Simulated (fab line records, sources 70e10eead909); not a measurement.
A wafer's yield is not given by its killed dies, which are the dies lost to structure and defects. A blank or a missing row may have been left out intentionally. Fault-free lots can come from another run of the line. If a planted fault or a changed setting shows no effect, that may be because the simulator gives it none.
Problem report, 8D (eight disciplines) form, completed by code -- flow nandHarc -- the parts of the form that need people (team, actions taken, sign-off) are left out

## 1. THE PROBLEM
Mean of killedAtOther at NHARC_END_SORT_01: 623.7 across 3 wafers in 2 lots; on wafers with no fault it is 0.8 (standard deviation 1.2). So: +99 or more standard deviations from the usual mean.
First seen on wafer L258.3, day 25 17:05, on prober-02. Wafers with a number at this step in the record: 6, from 2 lots. Rule for "out" (also "out of limits"): further than 4 standard deviations from the usual mean. All remaining wafers that have a number are taken as sound.

## 2. WHAT IT IS, AND WHAT IT ISN'T
question,is,is not
which readings at this step,"killedAtOther, defectLimitedYield, killedDies, sort_bin_2_pct, sortNPass, sortRimYieldPct, sortYieldPct","killedAtArray, killedOpen, killedShort, sort_bin_3_pct, sort_bin_4_pct"
which lots,"L258, L259",-
which wafers of those lots,"L258.3, L258.5, L259.5","L258.4, L259.2, L259.3"
read on which gauges,"prober-01, prober-02",-
when,from day 25 17:05,"up to then (0 sound wafers); but 3 sound wafers of L258, L259 came after"

## 3. THE SUSPECTS, EACH WITH WHAT RULES IT OUT
Counting: a tool at a process step up to the reading stays a suspect if it ran every lot that is out. Sound lots after the first of them don't rule it out here, since some wafers of a struck lot are sound.
- the gauge at NHARC_END_SORT_01 is ruled out. The wafers that are out were read on 2 gauges (prober-01, prober-02).
- rieDiel-10 at NHARC_A_BONDPAD_ETCH_24 (etches the open film in CF4/N2, target depth 30 nm, time 72.99 s): kept. It ran every lot that is out, first L258 (day 25 02:30). NHARC_A_BONDPAD_ETCH_24 gives no start for some lots, so the hours and the order of its lots are those of NHARC_THIN_TSV_PVD_51.
- pvdSputter-01 at NHARC_THIN_TSV_PVD_51 (deposits Cu, target thk 100 nm): kept. It ran every lot that is out, first L258 (day 25 02:30).
After counting, rieDiel-10 at NHARC_A_BONDPAD_ETCH_24 and pvdSputter-01 at NHARC_THIN_TSV_PVD_51 remain.

## 4. THE CAUSE (what the simulator had put in)
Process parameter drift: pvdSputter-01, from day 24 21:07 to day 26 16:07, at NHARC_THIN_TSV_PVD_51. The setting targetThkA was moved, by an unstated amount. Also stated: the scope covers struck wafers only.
After counting, 2 suspects remain, this tool included.

## 5. THE EFFECT CHAIN, in route order
Each row: a reading where the mean over the struck wafers with a number is more than 3 standard deviations away from the usual. Only readings whose record carries a usual standard deviation are examined. hours: median over the lots of the time between each lot's start at the first step of this table that gives one and its start at this step. sigmas: the change, counted in usual standard deviations.
hours,step,reading,usual,on struck wafers,change,sigmas
0,NHARC_END_SORT_01,defectLimitedYield,91.6 %,0.1,-91.5,-33
0,NHARC_END_SORT_01,killedAtOther,0.8,623.7,+622.9,+99 or more
0,NHARC_END_SORT_01,killedDies,57,676,+619,+33
0,NHARC_END_SORT_01,sort_bin_2_pct,3.0 %,95.4,+92.4,+77
0,NHARC_END_SORT_01,sortNPass,620,1,-619,-33
0,NHARC_END_SORT_01,sortRimYieldPct,90 %,0,-90,-19
0,NHARC_END_SORT_01,sortYieldPct,91.6 %,0.1,-91.5,-33

## 6. HOW IT WOULD HAVE BEEN CAUGHT EARLIER
In this record the first reading out of limits at a measuring or inspecting step was taken at day 25 17:05, 20 hours after the fault began at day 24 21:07.
Of the tool readings at NHARC_THIN_TSV_PVD_51 for which the record gives a usual standard deviation, none was out on any struck wafer, so an alarm limit of 4 standard deviations on them would not have fired.
Of the lots that are out (2), L259 began NHARC_THIN_TSV_PVD_51 on pvdSputter-01 after day 25 17:05. Had the tool been put on hold then, it would have been spared.
